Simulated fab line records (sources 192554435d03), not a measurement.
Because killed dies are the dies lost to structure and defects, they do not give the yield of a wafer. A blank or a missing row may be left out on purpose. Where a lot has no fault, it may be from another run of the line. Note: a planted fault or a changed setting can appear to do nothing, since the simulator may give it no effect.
Which of the tools did it?	flow n5_finfet	11 lots with 31 wafers sampled at 5 steps, on a route of 1938 steps

WHAT EACH GAUGE READ, for each wafer
N5_WELL_APT_OVL_MEAS_09. Usual: for NWELL_OVL the level is -1 nm and the standard deviation is 5.
lot	measured	on	NWELL_OVL (nm)	flag
L923	day 1 13:36	overlay-02	-2 3	
L924	day 1 19:43	overlay-01	-5 -3 -12	
L925	day 2 01:50	overlay-02	5 0 -5	
L927	day 2 13:58	overlay-01	6 1 2	
L931	day 3 13:46	overlay-01	-1 -1	
L932	day 3 19:43	overlay-02	1 -6 -5	
L933	day 4 01:37	overlay-01	1 3 0	
L934	day 4 07:44	overlay-02	-2 -2 -2	
L942	day 6 07:52	overlay-02	0 -2 1	
L944	day 6 19:51	overlay-02	4 1 5	
L945	day 7 01:56	overlay-01	-1 -4 -3	

N5_BEOL_M4_RC_MEAS_101. Usual: CJ_N 4.33, standard deviation 0.13; DIBL_N 36.2 mV/V, standard deviation 2.2; DIBL_P 36.1 mV/V, standard deviation 2.8; IOFF_N 0.16 nA/um, standard deviation 0.041; IOFF_N_85C 3.1 nA/um, standard deviation 0.67; IOFF_P 0.21 nA/um, standard deviation 0.047; ION_N 676 uA/um, standard deviation 16; ION_P 463 uA/um, standard deviation 11; RS_PWELL 3006 ohm/sq, standard deviation 23; SS_N 71.6 mV/dec, standard deviation 0.78; SS_P 73.3 mV/dec, standard deviation 0.86; VT_N 249 mV, standard deviation 3.8; VT_P -251 mV, standard deviation 3.9.
lot	measured	on	CJ_N	DIBL_N (mV/V)	DIBL_P (mV/V)	IOFF_N (nA/um)	IOFF_N_85C (nA/um)	IOFF_P (nA/um)	ION_N (uA/um)	ION_P (uA/um)	RS_PWELL (ohm/sq)	SS_N (mV/dec)	SS_P (mV/dec)	VT_N (mV)	VT_P (mV)	flag
L923	day 8 06:41	prober-02	4.35 4.36	33.8 35.4	32.5 34.2	0.13 0.16	2.6 3.1	0.16 0.19	686 688	465 467	2999 2999	70.7 70.9	72.0 72.9	250 248	-256 -251	
L924	day 8 08:42	prober-02	4.40 4.27 4.29	38.8 37.1 37.7	38.8 36.6 37.8	0.20 0.16 0.17	3.7 3.2 3.2	0.24 0.21 0.22	703 689 686	474 465 468	2990 3002 2976	72.0 72.3 72.0	73.3 72.3 73.2	248 249 251	-250 -251 -251	
L925	day 9 04:30	prober-02	4.34 4.25 4.28	36.2 35.3 36.0	35.8 35.2 35.4	0.18 0.15 0.15	3.5 3.0 3.1	0.24 0.22 0.23	684 675 666	471 465 466	3001 2972 3002	71.6 71.0 71.3	73.8 73.2 73.2	245 252 254	-246 -248 -249	
L927	day 9 09:05	prober-01	4.38 4.38 4.29	36.8 35.3 33.9	40.0 38.0 35.4	0.19 0.17 0.13	3.7 3.4 2.6	0.24 0.21 0.17	678 679 655	465 464 446	2989 3023 3010	71.8 71.7 71.1	74.2 73.3 73.2	247 246 253	-244 -251 -251	
L931	day 10 07:07	prober-01	4.42 4.49	37.9 35.0	38.6 35.5	0.19 0.13	3.6 2.6	0.26 0.21	698 662	482 464	3053 3032	71.6 71.4	73.8 72.8	248 252	-246 -251	
L932	day 10 21:11	prober-02	4.37 4.30 4.27	37.7 32.6 39.5	37.3 31.9 40.4	0.18 0.10 0.22	3.4 2.2 4.0	0.23 0.16 0.28	680 664 678	463 460 464	3050 3007 3017	72.4 69.9 71.7	73.0 72.2 74.3	249 255 247	-248 -253 -247	
L933	day 11 01:13	prober-01	4.18 4.50 4.07	34.4 35.1 37.0	33.7 32.9 37.8	0.15 0.17 0.20	2.9 3.2 3.7	0.21 0.20 0.29	679 708 673	469 478 469	2995 3005 2991	71.0 71.5 71.7	73.1 72.3 74.1	251 246 244	-248 -249 -246	
L934	day 11 03:32	prober-01	4.45 4.11 4.07	37.2 34.2 35.3	36.5 34.1 36.3	0.19 0.13 0.16	3.7 2.7 3.1	0.20 0.17 0.21	695 646 665	472 446 454	3021 3041 3023	71.7 70.3 71.2	73.8 72.6 73.6	246 250 247	-254 -256 -252	
L942	day 13 02:31	prober-02	2.60 2.61 2.62	50.5 48.0 40.4	35.3 37.2 35.0	0.96 0.79 0.24	13.9 11.7 4.3	0.14 0.17 0.15	681 688 676	438 453 450	2275 2273 2288	89.0 83.7 74.5	72.7 73.1 73.0	250 245 250	-260 -254 -258	OFF
L944	day 13 17:52	prober-01	2.60 2.58 2.60	40.2 38.4 42.8	39.2 37.6 37.9	0.32 0.25 0.52	5.6 4.5 8.5	0.25 0.22 0.24	710 684 687	481 461 458	2259 2255 2236	74.1 74.3 78.9	74.1 73.6 73.6	243 245 244	-247 -251 -249	OFF
L945	day 14 04:28	prober-02	4.25 4.53 4.27	33.7 33.2 38.4	32.3 31.3 37.8	0.11 0.10 0.18	2.3 2.1 3.4	0.14 0.14 0.21	653 664 669	450 453 455	3013 3016 3010	69.8 70.4 71.6	71.8 71.6 73.5	254 256 249	-255 -258 -254	

WHAT TOOL EACH LOT RAN ON (gives the tool, then ch and the chambers of the sampled wafers, and finally the start)
lot	N5_ZERO_LAYER_ETCH_18	N5_WELL_APT_IMPLANT_32	N5_PMOS_HMC_CHANNEL_EPI_CMP_21
L923	rie_si-03 ch 2,3, day 1 12:48	implanter-01 ch 0, day 1 15:14	cmp-01 ch 1,2, day 1 19:32
L924	rie_si-02 ch 1,3, day 1 18:47	implanter-02 ch 0, day 1 21:39	cmp-04 ch 1,2, day 2 01:30
L925	rie_si-02 ch 1,2,3, day 2 00:55	implanter-01 ch 0, day 2 03:58	cmp-02 ch 0,1,2, day 2 08:13
L927	rie_si-02 ch 0,1,3, day 2 13:02	implanter-01 ch 0, day 2 15:31	cmp-01 ch 0,2,3, day 2 19:38
L931	rie_si-03 ch 0,3, day 3 12:58	implanter-02 ch 0, day 3 15:37	cmp-01 ch 1,2, day 3 20:23
L932	rie_si-03 ch 0,1,2, day 3 18:55	implanter-01 ch 0, day 4 00:15	cmp-01 ch 0,3, day 4 04:31
L933	rie_si-06 ch 0,2,3, day 4 00:50	implanter-02 ch 0, day 4 04:33	cmp-01 ch 0,1,3, day 4 08:52
L934	rie_si-06 ch 0,1,3, day 4 06:55	implanter-02 ch 0, day 4 09:18	cmp-01 ch 1,2, day 4 13:35
L942	rie_si-02 ch 1,2,3, day 6 06:56	implanter-01 ch 0, day 6 09:47	cmp-01 ch 0,2,3, day 6 14:22
L944	rie_si-02 ch 1,2,3, day 6 18:55	implanter-01 ch 0, day 6 21:32	cmp-02 ch 0,3, day 7 02:07
L945	rie_si-02 ch 1,2, day 7 00:59	implanter-02 ch 0, day 7 03:44	cmp-04 ch 0,2,3, day 7 08:32
- N5_ZERO_LAYER_ETCH_18: etches Si in HBr/Cl2, target depth 120 nm, time 40 s.
- N5_WELL_APT_IMPLANT_32
- N5_PMOS_HMC_CHANNEL_EPI_CMP_21: polishes SiGe30, target thk 54 nm.

AS READ BY THE TOOLS THEMSELVES (means over the sampled wafers that have a number; for cases with no such wafer, the mark the record gives instead)
N5_ZERO_LAYER_ETCH_18. Usual: bias_w 74.98 W, standard deviation 0.19; drypump_motor_current_A 5.9 A, standard deviation 0.37; oes_product_au 1.003 a.u., standard deviation 0.017; throttle_valve_pct 36.3 %, standard deviation 0.47.
lot	tool	bias_w (W)	drypump_motor_current_A (A)	oes_product_au (a.u.)	throttle_valve_pct (%)	flag
L923	rie_si-03	74.93	5.7	1.001	35.8	
L924	rie_si-02	75.25	5.7	0.990	36.1	
L925	rie_si-02	75.05	5.7	0.989	36.3	
L927	rie_si-02	75.01	5.9	1.002	36.2	
L931	rie_si-03	75.09	5.5	1.013	36.7	
L932	rie_si-03	75.04	5.6	1.005	36.2	
L933	rie_si-06	75.17	6.2	1.004	36.4	
L934	rie_si-06	74.87	6.3	1.009	36.5	
L942	rie_si-02	75.10	5.7	0.987	36.3	
L944	rie_si-02	75.24	5.7	0.993	36.3	
L945	rie_si-02	74.98	5.7	0.995	36.7	

N5_WELL_APT_IMPLANT_32. Usual: beam_energy_keV reads 49.998 (standard deviation 0.015).
lot	tool	beam_energy_keV	flag
L923	implanter-01	50.008	
L924	implanter-02	49.973	
L925	implanter-01	49.995	
L927	implanter-01	49.976	
L931	implanter-02	50.006	
L932	implanter-01	49.998	
L933	implanter-02	50.002	
L934	implanter-02	50.001	
L942	implanter-01	108.113	OFF
L944	implanter-01	108.093	OFF
L945	implanter-02	49.990	

N5_PMOS_HMC_CHANNEL_EPI_CMP_21. Usual: motor_current_A reads 12.1 A (standard deviation 1.3).
lot	tool	motor_current_A (A)	flag
L923	cmp-01	12.4	
L924	cmp-04	12.6	
L925	cmp-02	11.5	
L927	cmp-01	12.4	
L931	cmp-01	12.4	
L932	cmp-01	12.2	
L933	cmp-01	12.9	
L934	cmp-01	13.1	
L942	cmp-01	12.3	
L944	cmp-02	10.8	
L945	cmp-04	12.1	

THE ANSWER, worked out from the rows above alone
Rule: lot off if the mean of its wafers having a number is beyond 3 standard deviations from the usual mean. A lot without any number at a reading at which 4 lots or more have one is off too. All remaining lots with rows at the step are treated as sound. After the gauges, taken in route order, come the tools' own readings; for these a lot's mean is taken, as printed above. At the first step where some lot is off, the reading lying furthest off is the one used; lots without a number count as furthest.
Off: L942, L944, seen at N5_BEOL_M4_RC_MEAS_101 (RS_PWELL).
If a tool, at a process step before that reading, ran all the lots that are off and no sound lot after the first of them, it fits. The gauges at N5_BEOL_M4_RC_MEAS_101 aren't tried: what is off there is off at N5_WELL_APT_IMPLANT_32 too, on other tools, and a gauge's error can't cause that. One candidate fits, namely implanter-01 at N5_WELL_APT_IMPLANT_32. Its last sound lot is L932 (day 4 00:15), its first lot that is off L942 (day 6 09:47): a fault that began between those two fits.
On the lots that are off, the tool's own readings at N5_WELL_APT_IMPLANT_32 differ by more than 5 times the standard deviation of the sound lots' means, which bears it out; beam_energy_keV reads 108.103 there versus 49.994 on the sound lots.

WHAT WAS PUT IN BY THE SIMULATOR
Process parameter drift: implanter-01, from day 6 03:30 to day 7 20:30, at N5_WELL_APT_IMPLANT_32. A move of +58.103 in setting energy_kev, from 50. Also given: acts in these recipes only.
Struck lots among those shown: L942, L944. The rule above found the same.
